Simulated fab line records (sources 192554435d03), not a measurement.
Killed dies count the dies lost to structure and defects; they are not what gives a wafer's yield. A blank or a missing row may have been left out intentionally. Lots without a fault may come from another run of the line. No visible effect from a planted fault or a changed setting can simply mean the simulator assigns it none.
fab line records | flow n5_finfet
record: lots: 7 wafers: 39
route steps=1938 shown FIN_SAQP@120 DUMMY_GATE@228 SD_EPI_N@267 MOL_CONTACT_COAG@535 BEOL_M4@1111
start_h: start of the lot's first displayed wafer, in hours after the record's first day | wait_h: how many hours have passed since the lot's step before this one | " unchanged from the row above | L1.1+2: a row that stands for several wafers | - either no value or no given start | * or withheld: withheld | < > ~ a bound
route shown NAME@n: names a module that has steps shown in the file, with the first one's number in the route | usual: average and standard deviation across the fault-free wafers | same: alike in all rows | chamber/n: place in a boat | sites: readings site by site | _std_site: the values' standard deviation | _edge_site: mean of outer sites minus mean of inner sites | radius_mm: how far each site lies from the wafer's centre | mask NAME#n: copy n | behind: the last tool/chamber to shape the wafer | hold: why the lot was held/for how many hours/how that ended | device: which transistor (n, p or np) failed to switch | end of line: the same wafers' tests at the end of the route | a step given without rows: its recipe and nothing more | killed: dies that structure and defects cost at the first sort, which is not the same as the wafer's yield | map: the dies of a wafer, with x for killed, . for not killed, _ for no die there
set.NAME: the setting that was run; set.NAME@STEP: the one run at that earlier step | model.NAME: the simulator's own value behind a step, which no gauge read
one table per step and one row per wafer, for lots whose settings were changed on purpose
== steps ==
step: N5_FIN_SAQP_MANDREL_ETCH_22
recipe: target_depth_a: 600 chemistry: HBr/Cl2 target: a-Si stop_on: SiNx bt_time_s: 10 over_etch_frac: 0.5 time_s: 30 pressure_mtorr: 10 icp_w: 800 bias_w: 75 HBr_flow_sccm: 150 Cl2_flow_sccm: 80 ends: end_point
step: N5_FIN_SAQP_ETCH_69
recipe: chemistry: N2/H2 target: SOC target_depth_a: 1500 stop_on: SiNx ion_energy_ev: 100 bias_w: 61 pressure_mtorr: 30 source_w: 850 n2_flow_sccm: 200 h2_flow_sccm: 200
step: N5_DUMMY_GATE_EXPOSE_12
recipe: mask_id: GATE na: 0.33 source_shape: annular sigma_inner: 0.2 sigma_outer: 0.6 polarization: unpolarized target_cd_nm: 25 dose_mj: 34
step: N5_DUMMY_GATE_ETCH_37
recipe: chemistry: N2/H2 target: SOC target_depth_a: 600 overetch_a: 300 temp_c: 40 ion_energy_ev: 200 pressure_mtorr: 30 source_w: 840 bias_w: 150 n2_flow_sccm: 200 h2_flow_sccm: 200
step: N5_DUMMY_GATE_ETCH_32
recipe: chemistry: CF4 target: SiO2 target_depth_a: 35 time_s: 3.9 ion_energy_ev: 350 pressure_mtorr: 10 icp_w: 800 bias_w: 400 cf4_flow_sccm: 80
step: N5_SD_EPI_N_EXPOSE_06
recipe: mask_id: SD_N_BLK na: 1.35 source_shape: conventional sigma_outer: 0.8 polarization: unpolarized target_cd_nm: 120 dose_mj: 39.75
step: N5_MOL_CONTACT_COAG_CONTACT_ETCH_14
recipe: chemistry: C4F6/O2 target: SiO2 target_depth_a: 275 overetch_a: 85 mask_material: SOC pressure_mtorr: 30 source_w: 370 bias_w: 185 Ar_flow_sccm: 300 C4F6_flow_sccm: 16 O2_flow_sccm: 10 time_s: 20 ion_energy_ev: 259.6
step: N5_BEOL_M4_RC_MEAS_101
usual: DIBL_P: 36.4/2.1 IOFF_P: 0.21/0.035 IOFF_P_85C: 3.6/0.51 IOFF_P_LIN: 0.100/0.013 RC_DENSE_N: 18.8/0.43 RC_DENSE_P: 23.6/0.56 RC_N: 15.4/0.36 REXT_P: 99.9/2.6
columns lot.wafer tool chamber start_h wait_h set.icp_w@FIN_SAQP_MANDREL_ETCH_22 set.target_depth_a@FIN_SAQP_ETCH_69 set.dose_mj@DUMMY_GATE_EXPOSE_12 set.source_w@DUMMY_GATE_ETCH_37 set.time_s@DUMMY_GATE_ETCH_32 set.dose_mj@SD_EPI_N_EXPOSE_06 set.time_s@MOL_CONTACT_COAG_CONTACT_ETCH_14 DIBL_P[mV/V] IOFF_P[nA/um] IOFF_P_85C[nA/um] IOFF_P_LIN[nA/um] RC_DENSE_N[ohm.um] RC_DENSE_P[ohm.um] RC_N[ohm.um] REXT_P[ohm.um]
L076.1 prober-01 0 181.62 0.0 865.4 1500 36.6 840 3.9 39.75 17.84 42.7 0.33 5.4 0.139 19.2 24.1 15.8 98.1
L076.2 " 0 " " 800 1500 34 955.6 3.9 39.75 20 37.5 0.24 4.0 0.107 19.8 24.5 16.0 99.0
L076.3 " 0 " " 865.4 1500 34 955.6 3.9 40.84 17.84 39.4 0.28 4.6 0.122 18.9 23.5 15.3 97.6
L076.4 " 0 " " 865.4 1500 34 840 3.9 40.84 20 36.5 0.22 3.8 0.103 19.3 24.1 15.8 97.8
L076.5 " 0 " " 800 1500 36.6 955.6 3.9 40.84 20 45.6 0.42 6.5 0.162 19.1 24.1 15.6 97.1
L076.6 " 0 " " 800 1500 36.6 840 3.9 39.75 17.84 43.8 0.37 5.8 0.146 19.2 24.0 15.6 98.9
L077.1 prober-01 0 191.17 0.0 737.9 1661 34 840 3.9 38.94 20 33.2 0.16 2.9 0.086 18.3 23.1 15.1 103.0
L077.2 " 0 " " 737.9 1500 34 960.1 3.9 39.75 20 37.8 0.24 3.9 0.110 19.2 23.9 15.5 104.9
L077.3 " 0 " " 800 1500 34 840 3.9 39.75 20 36.7 0.22 3.7 0.107 19.0 23.6 15.4 103.1
L077.4 " 0 " " 737.9 1500 36.64 960.1 3.9 38.94 20 45.1 0.41 6.1 0.160 19.7 24.8 16.2 104.0
L077.5 " 0 " " 800 1661 36.64 960.1 3.9 39.75 20 43.6 0.35 5.4 0.142 18.7 23.4 15.1 104.9
L077.6 " 0 " " 800 1661 36.64 840 3.9 38.94 20 40.6 0.27 4.5 0.120 19.2 24.3 15.8 103.9
L078.1 prober-02 0 213.96 0.0 671.6 1389 34 695.4 4.143 39.75 20 36.4 0.18 3.1 0.084 19.2 24.4 15.6 100.9
L078.2 " 0 " " 800 1389 34 840 4.143 39.75 20 35.9 0.17 3.0 0.081 18.7 24.0 15.3 100.9
L078.3 " 0 " " 671.6 1389 34 695.4 3.9 39.75 20 35.7 0.17 3.1 0.085 18.2 23.0 14.7 98.8
L078.4 " 0 " " 800 1500 34 840 4.143 39.75 20 38.4 0.21 3.6 0.094 19.1 24.1 15.3 100.1
L078.5 " 0 " " 671.6 1500 34 840 3.9 39.75 20 37.8 0.20 3.5 0.094 19.1 24.2 15.6 100.5
L078.6 " 0 " " 800 1500 34 695.4 3.9 39.75 20 38.2 0.20 3.6 0.093 18.2 23.1 14.8 101.0
L081.1 prober-02 0 216.23 0.0 800 1500 34 840 3.9 39.75 20 38.2 0.24 4.1 0.115 18.7 23.5 15.2 96.1
L081.2 " 0 " " 800 1500 34 840 3.9 39.75 20 37.4 0.22 3.7 0.103 18.9 23.8 15.4 97.1
L081.3 " 0 " " 800 1500 34 840 3.9 39.75 20 33.1 0.16 2.9 0.086 19.1 24.1 15.6 97.1
L084.1 prober-01 0 220.75 0.0 800 1500 32.45 840 4.781 37.08 15.68 33.2 0.19 3.4 0.098 34.3 43.5 27.8 119.1
L084.2 " 0 " " 862.2 1500 32.45 840 4.781 39.75 20 31.0 0.16 2.8 0.084 18.2 23.3 14.8 103.3
L084.3 " 0 " " 862.2 1632 32.45 745 3.9 39.75 15.68 31.9 0.18 3.1 0.091 25.8 32.9 21.1 110.2
L084.4 " 0 " " 800 1500 34 745 3.9 37.08 20 32.4 0.17 3.1 0.089 18.4 23.3 15.1 101.9
L084.5 " 0 " " 800 1632 34 745 4.781 39.75 15.68 34.0 0.20 3.5 0.101 31.9 40.4 25.7 116.1
L084.6 " 0 " " 862.2 1632 34 840 3.9 37.08 20 33.6 0.19 3.3 0.094 18.6 23.6 15.2 103.1
L087.1 prober-02 0 252.01 0.0 649.5 1500 34 840 4.136 38.12 20 35.4 0.23 3.9 0.112 18.3 22.6 14.9 98.0
L087.2 " 0 " " 649.5 1500 35.92 722 3.9 39.75 20 39.2 0.30 5.0 0.135 17.7 22.0 14.5 97.8
L087.3 " 0 " " 800 1500 35.92 840 3.9 38.12 20 37.7 0.27 4.4 0.123 18.7 23.3 15.1 98.6
L087.4 " 0 " " 800 1500 34 840 3.9 39.75 17.91 35.3 0.23 4.0 0.115 18.4 22.8 15.0 98.1
L087.5 " 0 " " 649.5 1500 34 722 4.136 39.75 17.91 36.6 0.26 4.3 0.121 18.4 23.2 15.2 99.3
L087.6 " 0 " " 800 1500 35.92 722 4.136 38.12 17.91 38.9 0.30 4.9 0.133 18.5 23.2 15.0 97.7
L092.1 prober-02 0 278.91 0.0 729.5 1500 35.65 840 3.014 39.75 15.73 37.1 0.19 3.5 0.092 33.0 41.9 27.1 114.2
L092.2 " 0 " " 800 1500 34 931.3 3.9 39.75 15.73 37.4 0.20 3.6 0.096 32.6 41.2 26.6 113.4
L092.3 " 0 " " 800 1500 35.65 931.3 3.014 37.7 20 39.5 0.24 4.1 0.105 18.9 23.8 15.4 100.1
L092.4 " 0 " " 800 1500 34 840 3.014 37.7 15.73 36.6 0.20 3.5 0.094 25.4 32.1 20.9 107.3
L092.5 " 0 " " 729.5 1500 34 931.3 3.9 37.7 20 34.9 0.16 3.0 0.082 18.9 23.9 15.3 100.4
L092.6 " 0 " " 729.5 1500 35.65 840 3.9 39.75 20 41.2 0.27 4.5 0.114 18.7 24.0 15.4 100.5
== key ==
split: step: N5_FIN_SAQP_MANDREL_ETCH_22 setting: icp_w stated_as: 800
response none clear
split: step: N5_FIN_SAQP_ETCH_69 setting: target_depth_a stated_as: 1500
response none clear
split: step: N5_DUMMY_GATE_EXPOSE_12 setting: dose_mj stated_as: 34
response: step: N5_BEOL_M4_RC_MEAS_101 reading: DIBL_P slope: +0.804 per: 1% together_with: all explained: 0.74
response: step: N5_BEOL_M4_RC_MEAS_101 reading: IOFF_P_85C slope: +0.206 per: 1% together_with: all explained: 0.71
response: step: N5_BEOL_M4_RC_MEAS_101 reading: IOFF_P slope: +0.0152 per: 1% together_with: all explained: 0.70
response: step: N5_BEOL_M4_RC_MEAS_101 reading: IOFF_P_LIN slope: +0.00454 per: 1% together_with: all explained: 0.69
split: step: N5_DUMMY_GATE_ETCH_37 setting: source_w stated_as: 840
response none clear
split: step: N5_DUMMY_GATE_ETCH_32 setting: time_s stated_as: 3.9
response none clear
split: step: N5_SD_EPI_N_EXPOSE_06 setting: dose_mj stated_as: 39.75
response none clear
split: step: N5_MOL_CONTACT_COAG_CONTACT_ETCH_14 setting: time_s stated_as: 20
response: step: N5_BEOL_M4_RC_MEAS_101 reading: REXT_P slope: -0.479 per: 1% together_with: all explained: 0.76
response: step: N5_BEOL_M4_RC_MEAS_101 reading: RC_DENSE_P slope: -0.604 per: 1% together_with: all explained: 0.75
response: step: N5_BEOL_M4_RC_MEAS_101 reading: RC_N slope: -0.388 per: 1% together_with: all explained: 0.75
response: step: N5_BEOL_M4_RC_MEAS_101 reading: RC_DENSE_N slope: -0.479 per: 1% together_with: all explained: 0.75
